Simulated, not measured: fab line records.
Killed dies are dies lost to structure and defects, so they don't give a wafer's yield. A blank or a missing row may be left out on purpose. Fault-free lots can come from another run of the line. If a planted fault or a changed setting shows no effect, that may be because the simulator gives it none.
What tool caused it? / flow n5Finfet / 72 wafers from 24 lots sampled at 6 of the route's 1938 steps

## WHAT EACH GAUGE READ, for each wafer
N5_BEOL_M10_THK_MEAS_01.
lot=L074; measured=day 9 23:32; on=filmMetro-02; M10_ILD_THK (nm)=269 277 270
lot=L075; measured=day 10 08:50; on=filmMetro-02; M10_ILD_THK (nm)=267 270 272
lot=L077; measured=day 10 18:44; on=filmMetro-01; M10_ILD_THK (nm)=266 270 271
lot=L076; measured=day 10 20:29; on=filmMetro-01; M10_ILD_THK (nm)=263 264 270
lot=L078; measured=day 11 02:41; on=filmMetro-02; M10_ILD_THK (nm)=268 273 270
lot=L079; measured=day 11 03:35; on=filmMetro-02; M10_ILD_THK (nm)=266 272 268
lot=L080; measured=day 11 10:34; on=filmMetro-02; M10_ILD_THK (nm)=267 270 271
lot=L081; measured=day 11 14:41; on=filmMetro-01; M10_ILD_THK (nm)=263 266 268
lot=L083; measured=day 11 21:37; on=filmMetro-02; M10_ILD_THK (nm)=260 261 266
lot=L082; measured=day 11 22:04; on=filmMetro-02; M10_ILD_THK (nm)=270 273 276
lot=L084; measured=day 12 08:38; on=filmMetro-02; M10_ILD_THK (nm)=264 265 267
lot=L085; measured=day 12 19:53; on=filmMetro-01; M10_ILD_THK (nm)=265 266 269
lot=L086; measured=day 12 22:51; on=filmMetro-01; M10_ILD_THK (nm)=266 271 269
lot=L087; measured=day 13 06:07; on=filmMetro-01; M10_ILD_THK (nm)=262 262 267
lot=L089; measured=day 13 12:32; on=filmMetro-02; M10_ILD_THK (nm)=266 270 271
lot=L090; measured=day 13 20:55; on=filmMetro-02; M10_ILD_THK (nm)=263 265 269
lot=L088; measured=day 13 22:56; on=filmMetro-01; M10_ILD_THK (nm)=266 268 270
lot=L093; measured=day 14 05:47; on=filmMetro-01; M10_ILD_THK (nm)=267 264 266
lot=L091; measured=day 14 13:41; on=filmMetro-01; M10_ILD_THK (nm)=267 271 270
lot=L092; measured=day 14 16:31; on=filmMetro-02; M10_ILD_THK (nm)=264 266 266
lot=L094; measured=day 14 17:50; on=filmMetro-01; M10_ILD_THK (nm)=264 269 269
lot=L095; measured=day 15 02:07; on=filmMetro-02; M10_ILD_THK (nm)=265 272 269
lot=L096; measured=day 15 18:44; on=filmMetro-01; M10_ILD_THK (nm)=270 273 271
lot=L097; measured=day 16 07:22; on=filmMetro-01; M10_ILD_THK (nm)=265 267 273

N5_BEOL_M11_INSPECT_13: inspects for defects (brightfield).
lot=L074; measured=day 10 12:08; on=defectInspect-01; rawDefectCount=359 240 339
lot=L075; measured=day 10 18:04; on=defectInspect-02; rawDefectCount=435 553 323
lot=L077; measured=day 11 02:35; on=defectInspect-01; rawDefectCount=332 438 360
lot=L076; measured=day 11 03:16; on=defectInspect-02; rawDefectCount=395 437 410
lot=L078; measured=day 11 11:33; on=defectInspect-01; rawDefectCount=558 491 496
lot=L079; measured=day 11 11:57; on=defectInspect-02; rawDefectCount=267 403 356
lot=L080; measured=day 11 20:34; on=defectInspect-02; rawDefectCount=381 269 327
lot=L081; measured=day 12 02:29; on=defectInspect-01; rawDefectCount=362 275 386
lot=L083; measured=day 12 06:26; on=defectInspect-02; rawDefectCount=265 300 307
lot=L082; measured=day 12 06:14; on=defectInspect-01; rawDefectCount=421 454 467
lot=L084; measured=day 12 19:14; on=defectInspect-01; rawDefectCount=359 286 341
lot=L085; measured=day 13 08:15; on=defectInspect-01; rawDefectCount=430 474 669
lot=L086; measured=day 13 10:30; on=defectInspect-02; rawDefectCount=368 461 467
lot=L087; measured=day 13 14:58; on=defectInspect-02; rawDefectCount=199 241 231
lot=L089; measured=day 13 22:08; on=defectInspect-02; rawDefectCount=376 321 306
lot=L090; measured=day 14 03:04; on=defectInspect-01; rawDefectCount=351 392 431
lot=L088; measured=day 14 06:20; on=defectInspect-02; rawDefectCount=450 558 438
lot=L093; measured=day 14 15:38; on=defectInspect-01; rawDefectCount=341 328 358
lot=L091; measured=day 15 00:23; on=defectInspect-01; rawDefectCount=301 342 341
lot=L092; measured=day 15 05:18; on=defectInspect-01; rawDefectCount=381 453 353
lot=L094; measured=day 15 05:16; on=defectInspect-01; rawDefectCount=310 557 331
lot=L095; measured=day 15 09:14; on=defectInspect-01; rawDefectCount=370 396 272
lot=L096; measured=day 16 02:55; on=defectInspect-01; rawDefectCount=326 311 507
lot=L097; measured=day 16 15:30; on=defectInspect-01; rawDefectCount=302 288 349

## EACH LOT AND THE TOOL THAT RAN IT (in order: tool; ch and the chambers of the sampled wafers; start)
lot=L074; N5_BEOL_M9_STRIP_80=rieDiel-02 ch 1,3, day 9 23:32 or earlier; N5_BEOL_M10_ETCH_62=rieDiel-06 ch 2,3, day 10 01:28; N5_BEOL_M10_DEGAS_44=pvdSputter-03, day 10 04:01; N5_BEOL_M10_PRE_CLEAN_45=pvdSputter-03, day 10 04:03
lot=L075; N5_BEOL_M9_STRIP_80=rieDiel-02 ch 0,1,3, day 10 08:50 or earlier; N5_BEOL_M10_ETCH_62=rieDiel-05 ch 0,1,3, day 10 10:12; N5_BEOL_M10_DEGAS_44=pvdSputter-03, day 10 14:11; N5_BEOL_M10_PRE_CLEAN_45=pvdSputter-03, day 10 14:14
lot=L077; N5_BEOL_M9_STRIP_80=rieDiel-04 ch 2,3, day 10 18:44 or earlier; N5_BEOL_M10_ETCH_62=rieDiel-01 ch 0,1, day 10 19:45; N5_BEOL_M10_DEGAS_44=pvdSputter-02, day 10 23:27; N5_BEOL_M10_PRE_CLEAN_45=pvdSputter-02, day 10 23:29
lot=L076; N5_BEOL_M9_STRIP_80=rieDiel-02 ch 0,1,3, day 10 20:29 or earlier; N5_BEOL_M10_ETCH_62=rieDiel-05 ch 1,2,3, day 10 21:29; N5_BEOL_M10_DEGAS_44=pvdSputter-02, day 11 00:01; N5_BEOL_M10_PRE_CLEAN_45=pvdSputter-02, day 11 00:03
lot=L078; N5_BEOL_M9_STRIP_80=rieDiel-04 ch 1,3, day 11 02:41 or earlier; N5_BEOL_M10_ETCH_62=rieDiel-06 ch 0,1,2, day 11 03:29; N5_BEOL_M10_DEGAS_44=pvdSputter-01, day 11 07:41; N5_BEOL_M10_PRE_CLEAN_45=pvdSputter-01, day 11 07:44
lot=L079; N5_BEOL_M9_STRIP_80=rieDiel-04 ch 0,1,2, day 11 03:35 or earlier; N5_BEOL_M10_ETCH_62=rieDiel-01 ch 0,2, day 11 04:20; N5_BEOL_M10_DEGAS_44=pvdSputter-03, day 11 07:55; N5_BEOL_M10_PRE_CLEAN_45=pvdSputter-03, day 11 07:58
lot=L080; N5_BEOL_M9_STRIP_80=rieDiel-03 ch 0,2,3, day 11 10:34 or earlier; N5_BEOL_M10_ETCH_62=rieDiel-06 ch 1,3, day 11 12:04; N5_BEOL_M10_DEGAS_44=pvdSputter-02, day 11 15:12; N5_BEOL_M10_PRE_CLEAN_45=pvdSputter-02, day 11 15:14
lot=L081; N5_BEOL_M9_STRIP_80=rieDiel-04 ch 0,3, day 11 14:41 or earlier; N5_BEOL_M10_ETCH_62=rieDiel-05 ch 0,1,3, day 11 15:30; N5_BEOL_M10_DEGAS_44=pvdSputter-02, day 11 19:08; N5_BEOL_M10_PRE_CLEAN_45=pvdSputter-02, day 11 19:11
lot=L083; N5_BEOL_M9_STRIP_80=rieDiel-04 ch 1,2,3, day 11 21:37 or earlier; N5_BEOL_M10_ETCH_62=rieDiel-05 ch 0,1,3, day 11 22:44; N5_BEOL_M10_DEGAS_44=pvdSputter-03, day 12 01:46; N5_BEOL_M10_PRE_CLEAN_45=pvdSputter-03, day 12 01:48
lot=L082; N5_BEOL_M9_STRIP_80=rieDiel-02 ch 0,2,3, day 11 22:04 or earlier; N5_BEOL_M10_ETCH_62=rieDiel-01 ch 1,2,3, day 11 23:15; N5_BEOL_M10_DEGAS_44=pvdSputter-01, day 12 02:01; N5_BEOL_M10_PRE_CLEAN_45=pvdSputter-01, day 12 02:03
lot=L084; N5_BEOL_M9_STRIP_80=rieDiel-04 ch 2,3, day 12 08:38 or earlier; N5_BEOL_M10_ETCH_62=rieDiel-05 ch 0,2,3, day 12 11:23; N5_BEOL_M10_DEGAS_44=pvdSputter-03, day 12 16:19; N5_BEOL_M10_PRE_CLEAN_45=pvdSputter-03, day 12 16:22
lot=L085; N5_BEOL_M9_STRIP_80=rieDiel-04 ch 1,2,3, day 12 19:53 or earlier; N5_BEOL_M10_ETCH_62=rieDiel-06 ch 0,2,3, day 12 21:32; N5_BEOL_M10_DEGAS_44=pvdSputter-02, day 13 03:43; N5_BEOL_M10_PRE_CLEAN_45=pvdSputter-02, day 13 03:46
lot=L086; N5_BEOL_M9_STRIP_80=rieDiel-04 ch 0,2, day 12 22:51 or earlier; N5_BEOL_M10_ETCH_62=rieDiel-06 ch 1,2,3, day 13 02:23; N5_BEOL_M10_DEGAS_44=pvdSputter-01, day 13 05:44; N5_BEOL_M10_PRE_CLEAN_45=pvdSputter-01, day 13 05:46
lot=L087; N5_BEOL_M9_STRIP_80=rieDiel-03 ch 0,1,2, day 13 06:07 or earlier; N5_BEOL_M10_ETCH_62=rieDiel-06 ch 0,2, day 13 07:46; N5_BEOL_M10_DEGAS_44=pvdSputter-02, day 13 10:03; N5_BEOL_M10_PRE_CLEAN_45=pvdSputter-02, day 13 10:05
lot=L089; N5_BEOL_M9_STRIP_80=rieDiel-04 ch 0,1,2, day 13 12:32 or earlier; N5_BEOL_M10_ETCH_62=rieDiel-05 ch 0,1, day 13 15:11; N5_BEOL_M10_DEGAS_44=pvdSputter-01, day 13 18:34; N5_BEOL_M10_PRE_CLEAN_45=pvdSputter-01, day 13 18:36
lot=L090; N5_BEOL_M9_STRIP_80=rieDiel-02 ch 0,2,3, day 13 20:55 or earlier; N5_BEOL_M10_ETCH_62=rieDiel-06 ch 1,3, day 13 21:34; N5_BEOL_M10_DEGAS_44=pvdSputter-01, day 13 23:36; N5_BEOL_M10_PRE_CLEAN_45=pvdSputter-01, day 13 23:38
lot=L088; N5_BEOL_M9_STRIP_80=rieDiel-04 ch 0,2, day 13 22:56 or earlier; N5_BEOL_M10_ETCH_62=rieDiel-01 ch 0,2, day 14 00:28; N5_BEOL_M10_DEGAS_44=pvdSputter-03, day 14 02:43; N5_BEOL_M10_PRE_CLEAN_45=pvdSputter-03, day 14 02:46
lot=L093; N5_BEOL_M9_STRIP_80=rieDiel-04 ch 0,1,2, day 14 05:47 or earlier; N5_BEOL_M10_ETCH_62=rieDiel-01 ch 0,1,3, day 14 06:55; N5_BEOL_M10_DEGAS_44=pvdSputter-01, day 14 10:31; N5_BEOL_M10_PRE_CLEAN_45=pvdSputter-01, day 14 10:33
lot=L091; N5_BEOL_M9_STRIP_80=rieDiel-04 ch 1,2,3, day 14 13:41 or earlier; N5_BEOL_M10_ETCH_62=rieDiel-01 ch 0,1,3, day 14 15:38; N5_BEOL_M10_DEGAS_44=pvdSputter-03, day 14 19:38; N5_BEOL_M10_PRE_CLEAN_45=pvdSputter-03, day 14 19:40
lot=L092; N5_BEOL_M9_STRIP_80=rieDiel-04 ch 1,3, day 14 16:31 or earlier; N5_BEOL_M10_ETCH_62=rieDiel-06 ch 0,1,2, day 14 19:47; N5_BEOL_M10_DEGAS_44=pvdSputter-02, day 15 00:06; N5_BEOL_M10_PRE_CLEAN_45=pvdSputter-02, day 15 00:08
lot=L094; N5_BEOL_M9_STRIP_80=rieDiel-03 ch 0,1, day 14 17:50 or earlier; N5_BEOL_M10_ETCH_62=rieDiel-01 ch 0,2,3, day 14 19:56; N5_BEOL_M10_DEGAS_44=pvdSputter-02, day 15 00:01; N5_BEOL_M10_PRE_CLEAN_45=pvdSputter-02, day 15 00:04
lot=L095; N5_BEOL_M9_STRIP_80=rieDiel-02 ch 0,1, day 15 02:07 or earlier; N5_BEOL_M10_ETCH_62=rieDiel-01 ch 0,1,2, day 15 03:07; N5_BEOL_M10_DEGAS_44=pvdSputter-01, day 15 05:07; N5_BEOL_M10_PRE_CLEAN_45=pvdSputter-01, day 15 05:09
lot=L096; N5_BEOL_M9_STRIP_80=rieDiel-03 ch 2,3, day 15 18:44 or earlier; N5_BEOL_M10_ETCH_62=rieDiel-05 ch 0,2,3, day 15 20:02; N5_BEOL_M10_DEGAS_44=pvdSputter-01, day 15 22:40; N5_BEOL_M10_PRE_CLEAN_45=pvdSputter-01, day 15 22:42
lot=L097; N5_BEOL_M9_STRIP_80=rieDiel-04 ch 2,3, day 16 07:22 or earlier; N5_BEOL_M10_ETCH_62=rieDiel-06 ch 0,2, day 16 08:01; N5_BEOL_M10_DEGAS_44=pvdSputter-02, day 16 11:33; N5_BEOL_M10_PRE_CLEAN_45=pvdSputter-02, day 16 11:35
- N5_BEOL_M9_STRIP_80: strips in N2/H2, time 10 s.
- N5_BEOL_M10_ETCH_62: etches SOC in N2/H2, target depth 110 nm, overetch 22 nm, time 165 s.
- N5_BEOL_M10_DEGAS_44: time 60 s.
- N5_BEOL_M10_PRE_CLEAN_45: time 30 s.

## AS READ BY THE TOOLS THEMSELVES (means over the sampled wafers that have a number; for cases with no such wafer, the mark the record gives instead)
N5_BEOL_M9_STRIP_80.
lot=L074; tool=rieDiel-02; drypumpMotorCurrentA (A)=6.1; h2FlowSccm (sccm)=200.0; oesProductAu (a.u.)=0.89; rfVppV (V)=58.9; showerheadPlenumPTorr (Torr)=2.51; throttleValvePct (%)=23.23
lot=L075; tool=rieDiel-02; drypumpMotorCurrentA (A)=5.9; h2FlowSccm (sccm)=200.1; oesProductAu (a.u.)=0.82; rfVppV (V)=58.7; showerheadPlenumPTorr (Torr)=2.49; throttleValvePct (%)=23.46
lot=L077; tool=rieDiel-04; drypumpMotorCurrentA (A)=5.7; h2FlowSccm (sccm)=200.4; oesProductAu (a.u.)=0.86; rfVppV (V)=59.0; showerheadPlenumPTorr (Torr)=2.49; throttleValvePct (%)=23.64
lot=L076; tool=rieDiel-02; drypumpMotorCurrentA (A)=5.9; h2FlowSccm (sccm)=200.1; oesProductAu (a.u.)=0.80; rfVppV (V)=58.9; showerheadPlenumPTorr (Torr)=2.49; throttleValvePct (%)=23.45
lot=L078; tool=rieDiel-04; drypumpMotorCurrentA (A)=6.0; h2FlowSccm (sccm)=200.5; oesProductAu (a.u.)=0.73; rfVppV (V)=59.3; showerheadPlenumPTorr (Torr)=2.59; throttleValvePct (%)=23.67
lot=L079; tool=rieDiel-04; drypumpMotorCurrentA (A)=5.8; h2FlowSccm (sccm)=199.8; oesProductAu (a.u.)=0.79; rfVppV (V)=59.5; showerheadPlenumPTorr (Torr)=2.55; throttleValvePct (%)=23.64
lot=L080; tool=rieDiel-03; drypumpMotorCurrentA (A)=6.2; h2FlowSccm (sccm)=200.4; oesProductAu (a.u.)=0.74; rfVppV (V)=58.7; showerheadPlenumPTorr (Torr)=2.43; throttleValvePct (%)=23.69
lot=L081; tool=rieDiel-04; drypumpMotorCurrentA (A)=5.7; h2FlowSccm (sccm)=199.9; oesProductAu (a.u.)=0.69; rfVppV (V)=59.1; showerheadPlenumPTorr (Torr)=2.51; throttleValvePct (%)=23.88
lot=L083; tool=rieDiel-04; drypumpMotorCurrentA (A)=5.9; h2FlowSccm (sccm)=199.8; oesProductAu (a.u.)=0.79; rfVppV (V)=58.8; showerheadPlenumPTorr (Torr)=2.54; throttleValvePct (%)=23.67
lot=L082; tool=rieDiel-02; drypumpMotorCurrentA (A)=5.7; h2FlowSccm (sccm)=200.3; oesProductAu (a.u.)=0.85; rfVppV (V)=58.5; showerheadPlenumPTorr (Torr)=2.54; throttleValvePct (%)=23.42
lot=L084; tool=rieDiel-04; drypumpMotorCurrentA (A)=5.7; h2FlowSccm (sccm)=200.0; oesProductAu (a.u.)=0.84; rfVppV (V)=60.0; showerheadPlenumPTorr (Torr)=2.49; throttleValvePct (%)=23.65
lot=L085; tool=rieDiel-04; drypumpMotorCurrentA (A)=5.9; h2FlowSccm (sccm)=200.1; oesProductAu (a.u.)=0.77; rfVppV (V)=59.4; showerheadPlenumPTorr (Torr)=2.54; throttleValvePct (%)=23.68
lot=L086; tool=rieDiel-04; drypumpMotorCurrentA (A)=5.7; h2FlowSccm (sccm)=200.1; oesProductAu (a.u.)=0.82; rfVppV (V)=58.7; showerheadPlenumPTorr (Torr)=2.49; throttleValvePct (%)=23.67
lot=L087; tool=rieDiel-03; drypumpMotorCurrentA (A)=5.7; h2FlowSccm (sccm)=200.4; oesProductAu (a.u.)=0.78; rfVppV (V)=59.4; showerheadPlenumPTorr (Torr)=2.47; throttleValvePct (%)=23.56
lot=L089; tool=rieDiel-04; drypumpMotorCurrentA (A)=5.8; h2FlowSccm (sccm)=200.0; oesProductAu (a.u.)=0.76; rfVppV (V)=59.6; showerheadPlenumPTorr (Torr)=2.54; throttleValvePct (%)=23.68
lot=L090; tool=rieDiel-02; drypumpMotorCurrentA (A)=5.7; h2FlowSccm (sccm)=200.5; oesProductAu (a.u.)=0.83; rfVppV (V)=59.3; showerheadPlenumPTorr (Torr)=2.53; throttleValvePct (%)=23.44
lot=L088; tool=rieDiel-04; drypumpMotorCurrentA (A)=5.7; h2FlowSccm (sccm)=199.8; oesProductAu (a.u.)=0.81; rfVppV (V)=59.0; showerheadPlenumPTorr (Torr)=2.49; throttleValvePct (%)=23.66
lot=L093; tool=rieDiel-04; drypumpMotorCurrentA (A)=5.8; h2FlowSccm (sccm)=200.1; oesProductAu (a.u.)=0.76; rfVppV (V)=59.0; showerheadPlenumPTorr (Torr)=2.53; throttleValvePct (%)=23.69
lot=L091; tool=rieDiel-04; drypumpMotorCurrentA (A)=5.9; h2FlowSccm (sccm)=199.8; oesProductAu (a.u.)=0.88; rfVppV (V)=58.3; showerheadPlenumPTorr (Torr)=2.53; throttleValvePct (%)=23.57
lot=L092; tool=rieDiel-04; drypumpMotorCurrentA (A)=6.0; h2FlowSccm (sccm)=199.9; oesProductAu (a.u.)=0.81; rfVppV (V)=58.5; showerheadPlenumPTorr (Torr)=2.58; throttleValvePct (%)=23.58
lot=L094; tool=rieDiel-03; drypumpMotorCurrentA (A)=5.6; h2FlowSccm (sccm)=200.6; oesProductAu (a.u.)=0.78; rfVppV (V)=57.6; showerheadPlenumPTorr (Torr)=2.46; throttleValvePct (%)=23.45
lot=L095; tool=rieDiel-02; drypumpMotorCurrentA (A)=5.7; h2FlowSccm (sccm)=199.6; oesProductAu (a.u.)=0.72; rfVppV (V)=59.5; showerheadPlenumPTorr (Torr)=2.45; throttleValvePct (%)=23.70
lot=L096; tool=rieDiel-03; drypumpMotorCurrentA (A)=6.2; h2FlowSccm (sccm)=200.4; oesProductAu (a.u.)=0.71; rfVppV (V)=58.9; showerheadPlenumPTorr (Torr)=2.42; throttleValvePct (%)=23.85
lot=L097; tool=rieDiel-04; drypumpMotorCurrentA (A)=5.7; h2FlowSccm (sccm)=200.1; oesProductAu (a.u.)=0.88; rfVppV (V)=58.9; showerheadPlenumPTorr (Torr)=2.48; throttleValvePct (%)=23.57

N5_BEOL_M10_ETCH_62.
lot=L074; tool=rieDiel-06; biasW (W)=150.5; drypumpMotorCurrentA (A)=5.7; h2FlowSccm (sccm)=200.1; oesProductAu (a.u.)=0.59; rfVppV (V)=524.7; showerheadPlenumPTorr (Torr)=2.57; throttleValvePct (%)=18.15
lot=L075; tool=rieDiel-05; biasW (W)=149.9; drypumpMotorCurrentA (A)=5.5; h2FlowSccm (sccm)=199.4; oesProductAu (a.u.)=0.73; rfVppV (V)=525.4; showerheadPlenumPTorr (Torr)=2.58; throttleValvePct (%)=17.55
lot=L077; tool=rieDiel-01; biasW (W)=149.4; drypumpMotorCurrentA (A)=6.0; h2FlowSccm (sccm)=200.3; oesProductAu (a.u.)=0.58; rfVppV (V)=523.4; showerheadPlenumPTorr (Torr)=2.51; throttleValvePct (%)=18.19
lot=L076; tool=rieDiel-05; biasW (W)=150.4; drypumpMotorCurrentA (A)=5.6; h2FlowSccm (sccm)=200.1; oesProductAu (a.u.)=0.72; rfVppV (V)=524.8; showerheadPlenumPTorr (Torr)=2.58; throttleValvePct (%)=17.70
lot=L078; tool=rieDiel-06; biasW (W)=150.3; drypumpMotorCurrentA (A)=5.6; h2FlowSccm (sccm)=200.1; oesProductAu (a.u.)=0.67; rfVppV (V)=526.6; showerheadPlenumPTorr (Torr)=2.62; throttleValvePct (%)=17.95
lot=L079; tool=rieDiel-01; biasW (W)=149.8; drypumpMotorCurrentA (A)=5.6; h2FlowSccm (sccm)=199.4; oesProductAu (a.u.)=0.62; rfVppV (V)=521.7; showerheadPlenumPTorr (Torr)=2.46; throttleValvePct (%)=17.95
lot=L080; tool=rieDiel-06; biasW (W)=150.5; drypumpMotorCurrentA (A)=5.9; h2FlowSccm (sccm)=199.8; oesProductAu (a.u.)=0.77; rfVppV (V)=525.6; showerheadPlenumPTorr (Torr)=2.63; throttleValvePct (%)=17.84
lot=L081; tool=rieDiel-05; biasW (W)=150.0; drypumpMotorCurrentA (A)=5.5; h2FlowSccm (sccm)=199.4; oesProductAu (a.u.)=0.71; rfVppV (V)=525.4; showerheadPlenumPTorr (Torr)=2.58; throttleValvePct (%)=17.56
lot=L083; tool=rieDiel-05; biasW (W)=149.5; drypumpMotorCurrentA (A)=5.5; h2FlowSccm (sccm)=200.4; oesProductAu (a.u.)=0.71; rfVppV (V)=525.7; showerheadPlenumPTorr (Torr)=2.58; throttleValvePct (%)=17.57
lot=L082; tool=rieDiel-01; biasW (W)=150.1; drypumpMotorCurrentA (A)=5.4; h2FlowSccm (sccm)=200.0; oesProductAu (a.u.)=0.62; rfVppV (V)=522.4; showerheadPlenumPTorr (Torr)=2.46; throttleValvePct (%)=17.79
lot=L084; tool=rieDiel-05; biasW (W)=149.7; drypumpMotorCurrentA (A)=5.4; h2FlowSccm (sccm)=200.1; oesProductAu (a.u.)=0.70; rfVppV (V)=523.1; showerheadPlenumPTorr (Torr)=2.54; throttleValvePct (%)=17.73
lot=L085; tool=rieDiel-06; biasW (W)=150.3; drypumpMotorCurrentA (A)=5.4; h2FlowSccm (sccm)=200.2; oesProductAu (a.u.)=0.68; rfVppV (V)=524.8; showerheadPlenumPTorr (Torr)=2.59; throttleValvePct (%)=17.93
lot=L086; tool=rieDiel-06; biasW (W)=150.5; drypumpMotorCurrentA (A)=5.9; h2FlowSccm (sccm)=199.4; oesProductAu (a.u.)=0.68; rfVppV (V)=526.0; showerheadPlenumPTorr (Torr)=2.59; throttleValvePct (%)=17.95
lot=L087; tool=rieDiel-06; biasW (W)=150.2; drypumpMotorCurrentA (A)=5.1; h2FlowSccm (sccm)=200.1; oesProductAu (a.u.)=0.65; rfVppV (V)=526.5; showerheadPlenumPTorr (Torr)=2.61; throttleValvePct (%)=17.95
lot=L089; tool=rieDiel-05; biasW (W)=149.6; drypumpMotorCurrentA (A)=5.9; h2FlowSccm (sccm)=200.0; oesProductAu (a.u.)=0.71; rfVppV (V)=523.6; showerheadPlenumPTorr (Torr)=2.53; throttleValvePct (%)=17.58
lot=L090; tool=rieDiel-06; biasW (W)=149.9; drypumpMotorCurrentA (A)=5.9; h2FlowSccm (sccm)=199.7; oesProductAu (a.u.)=0.72; rfVppV (V)=525.6; showerheadPlenumPTorr (Torr)=2.62; throttleValvePct (%)=17.88
lot=L088; tool=rieDiel-01; biasW (W)=149.8; drypumpMotorCurrentA (A)=5.9; h2FlowSccm (sccm)=199.6; oesProductAu (a.u.)=0.72; rfVppV (V)=522.0; showerheadPlenumPTorr (Torr)=2.48; throttleValvePct (%)=17.88
lot=L093; tool=rieDiel-01; biasW (W)=149.9; drypumpMotorCurrentA (A)=5.7; h2FlowSccm (sccm)=199.4; oesProductAu (a.u.)=0.73; rfVppV (V)=521.1; showerheadPlenumPTorr (Torr)=2.48; throttleValvePct (%)=17.70
lot=L091; tool=rieDiel-01; biasW (W)=149.7; drypumpMotorCurrentA (A)=5.7; h2FlowSccm (sccm)=199.5; oesProductAu (a.u.)=0.73; rfVppV (V)=523.1; showerheadPlenumPTorr (Torr)=2.48; throttleValvePct (%)=17.72
lot=L092; tool=rieDiel-06; biasW (W)=150.0; drypumpMotorCurrentA (A)=5.6; h2FlowSccm (sccm)=200.0; oesProductAu (a.u.)=0.72; rfVppV (V)=526.0; showerheadPlenumPTorr (Torr)=2.61; throttleValvePct (%)=17.87
lot=L094; tool=rieDiel-01; biasW (W)=149.8; drypumpMotorCurrentA (A)=5.6; h2FlowSccm (sccm)=199.6; oesProductAu (a.u.)=0.67; rfVppV (V)=521.2; showerheadPlenumPTorr (Torr)=2.45; throttleValvePct (%)=17.80
lot=L095; tool=rieDiel-01; biasW (W)=150.0; drypumpMotorCurrentA (A)=5.7; h2FlowSccm (sccm)=200.4; oesProductAu (a.u.)=0.72; rfVppV (V)=521.7; showerheadPlenumPTorr (Torr)=2.47; throttleValvePct (%)=17.78
lot=L096; tool=rieDiel-05; biasW (W)=150.2; drypumpMotorCurrentA (A)=5.4; h2FlowSccm (sccm)=200.0; oesProductAu (a.u.)=0.67; rfVppV (V)=523.1; showerheadPlenumPTorr (Torr)=2.52; throttleValvePct (%)=17.79
lot=L097; tool=rieDiel-06; biasW (W)=149.8; drypumpMotorCurrentA (A)=5.1; h2FlowSccm (sccm)=200.3; oesProductAu (a.u.)=0.70; rfVppV (V)=525.0; showerheadPlenumPTorr (Torr)=2.60; throttleValvePct (%)=17.85

N5_BEOL_M10_DEGAS_44.
lot=L074; tool=pvdSputter-03; heaterPowerW (W)=329
lot=L075; tool=pvdSputter-03; heaterPowerW (W)=333
lot=L077; tool=pvdSputter-02; heaterPowerW (W)=362
lot=L076; tool=pvdSputter-02; heaterPowerW (W)=370
lot=L078; tool=pvdSputter-01; heaterPowerW (W)=347
lot=L079; tool=pvdSputter-03; heaterPowerW (W)=317
lot=L080; tool=pvdSputter-02; heaterPowerW (W)=357
lot=L081; tool=pvdSputter-02; heaterPowerW (W)=375
lot=L083; tool=pvdSputter-03; heaterPowerW (W)=328
lot=L082; tool=pvdSputter-01; heaterPowerW (W)=353
lot=L084; tool=pvdSputter-03; heaterPowerW (W)=314
lot=L085; tool=pvdSputter-02; heaterPowerW (W)=392
lot=L086; tool=pvdSputter-01; heaterPowerW (W)=336
lot=L087; tool=pvdSputter-02; heaterPowerW (W)=344
lot=L089; tool=pvdSputter-01; heaterPowerW (W)=345
lot=L090; tool=pvdSputter-01; heaterPowerW (W)=340
lot=L088; tool=pvdSputter-03; heaterPowerW (W)=322
lot=L093; tool=pvdSputter-01; heaterPowerW (W)=351
lot=L091; tool=pvdSputter-03; heaterPowerW (W)=317
lot=L092; tool=pvdSputter-02; heaterPowerW (W)=341
lot=L094; tool=pvdSputter-02; heaterPowerW (W)=347
lot=L095; tool=pvdSputter-01; heaterPowerW (W)=338
lot=L096; tool=pvdSputter-01; heaterPowerW (W)=348
lot=L097; tool=pvdSputter-02; heaterPowerW (W)=374

N5_BEOL_M10_PRE_CLEAN_45.
lot=L074; tool=pvdSputter-03; heaterPowerW (W)=329
lot=L075; tool=pvdSputter-03; heaterPowerW (W)=328
lot=L077; tool=pvdSputter-02; heaterPowerW (W)=354
lot=L076; tool=pvdSputter-02; heaterPowerW (W)=376
lot=L078; tool=pvdSputter-01; heaterPowerW (W)=347
lot=L079; tool=pvdSputter-03; heaterPowerW (W)=315
lot=L080; tool=pvdSputter-02; heaterPowerW (W)=363
lot=L081; tool=pvdSputter-02; heaterPowerW (W)=377
lot=L083; tool=pvdSputter-03; heaterPowerW (W)=334
lot=L082; tool=pvdSputter-01; heaterPowerW (W)=350
lot=L084; tool=pvdSputter-03; heaterPowerW (W)=319
lot=L085; tool=pvdSputter-02; heaterPowerW (W)=389
lot=L086; tool=pvdSputter-01; heaterPowerW (W)=347
lot=L087; tool=pvdSputter-02; heaterPowerW (W)=337
lot=L089; tool=pvdSputter-01; heaterPowerW (W)=341
lot=L090; tool=pvdSputter-01; heaterPowerW (W)=339
lot=L088; tool=pvdSputter-03; heaterPowerW (W)=319
lot=L093; tool=pvdSputter-01; heaterPowerW (W)=359
lot=L091; tool=pvdSputter-03; heaterPowerW (W)=312
lot=L092; tool=pvdSputter-02; heaterPowerW (W)=346
lot=L094; tool=pvdSputter-02; heaterPowerW (W)=339
lot=L095; tool=pvdSputter-01; heaterPowerW (W)=340
lot=L096; tool=pvdSputter-01; heaterPowerW (W)=352
lot=L097; tool=pvdSputter-02; heaterPowerW (W)=375

## THE ANSWER, worked out from the rows above alone
Rule: usual is defined by the lots themselves. Put in order of their means at a reading, lots are off if they are a third of the lots or fewer, leave a main group of 4 or more, and stand apart from it by a gap of 3 or more times the standard deviation of the main group's means; of several such gaps the widest counts. The tables above print the reading to a certain number of digits; a main group whose means all agree to those digits is not used. Also off: a lot with no number at a reading for which 4 or more lots have one. The other lots that the step has rows for count as sound. Order of review: gauges by route order, followed by the tools' own readings, for which a lot's mean as printed above is used. The first step at which some lot is off is used, and at that step the reading that is off furthest; a lot without a number counts as furthest.
Across all readings shown, no lot is off: no conclusion can be drawn from this.

## WHAT THE SIMULATOR HAD PUT IN
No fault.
